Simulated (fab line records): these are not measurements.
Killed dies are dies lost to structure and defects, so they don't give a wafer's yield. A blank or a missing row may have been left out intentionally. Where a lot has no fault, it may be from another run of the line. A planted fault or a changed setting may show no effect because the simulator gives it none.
Struck lot and sound lot, side by side || flow n5_finfet || 14 steps out of a route of 1938
Sound: these wafers, L188.2, L188.3, L188.6. Wafers struck: L182.2, L182.5, L182.6. The cause comes at the end.
Per side, at each step with rows, come the tool, then ch with its chambers, and then its first start. Under that, the readings that differ: sound wafers || struck wafers || difference of the means || sigmas: that difference in standard deviations of wafers without a fault.
alike: readings with means less than 2 such deviations apart, plus words and numbers identical on both sides. not compared: withheld readings, readings lacking a value on some wafer, bounds such as >300 that could conceal the same value, and numbers that have no deviation in the record and whose values overlap.
The two part at a step that has a row with sigmas, a row that says differs or no value, or rows on one side only. When numbers do not overlap yet have no deviation, they are printed without sigmas and do not part them. A reading that every wafer of one side lacks parts them only if that side has two wafers or more.

first, 1 step without rows for these wafers: N5_ILD0_PRECLEAN_10 (cleans in NF3:NH3, afs cycles 5, time 20 s, sublimation time 60 s).
N5_ILD0_ALD_15: deposits SiNx, target thk 24 nm, pulse time 1 s, ald cycles 480.
  sound on ald_sin-01 ch 0,2,3, day 7 01:58; struck on ald_sin-03 ch 1,2, day 5 14:19
  alike: heater_power_w, precursor_pulse_height_rel
N5_ILD0_CMP_12: polishes SiNx, stops on poly-Si, t overpolish 6 s, target thk 17.67 nm.
  sound on cmp-01 ch 0,2, day 7 04:10; struck on cmp-03 ch 0,1,3, day 5 16:49
  alike: motor_current_A, overpolish_run_s, time_to_endpoint_s
N5_ILD0_THK_MEAS_13:
  sound: film_metro-01 at day 7 04:28; struck: film_metro-01 at day 5 17:00
  alike: thk_nm
N5_ILD0_INSPECT_06: inspects for defects (darkfield).
  sound: defect_inspect-02 at day 7 04:29; struck: defect_inspect-02 at day 5 17:02
  alike: raw_defect_count
N5_SDB_HM_DEP_00: deposits SiNx from SiH4/NH3/N2, target thk 40 nm, time 35.3 s.
  sound on pecvd-01 ch 1,2, day 7 04:31; struck on pecvd-03 ch 1,2, day 5 17:04
  alike: heater_power_w, showerhead_plenum_p_Torr, throttle_valve_pct
then, 6 steps without rows for these wafers: N5_SDB_COAT_03 (time 60 s, resist thk 100 nm); N5_SDB_COAT_04 (time 60 s, resist thk 18 nm); N5_SDB_COAT_05 (resist thk 90 nm); N5_SDB_EBR_07; N5_SDB_SOFTBAKE_06 (time 60 s); N5_SDB_EXPOSE_08 (exposes mask SDB).
N5_SDB_PEB_09: peb time 60 s.
  struck on litho_track-05, day 5 17:27; sound on litho_track-05 ch 0, day 7 04:54
  no value came back on the struck wafers for chill_plate_temp_C (C), exhaust_pa (Pa); on the sound wafers chill_plate_temp_C (C) reads 23.00 23.02 22.95
then, 1 step without rows for these wafers: N5_SDB_DEVELOP_10 (develop time 30 s).

## WHERE THEY PART
N5_SDB_PEB_09 only, going by this record.

WHY: what the simulator had put in
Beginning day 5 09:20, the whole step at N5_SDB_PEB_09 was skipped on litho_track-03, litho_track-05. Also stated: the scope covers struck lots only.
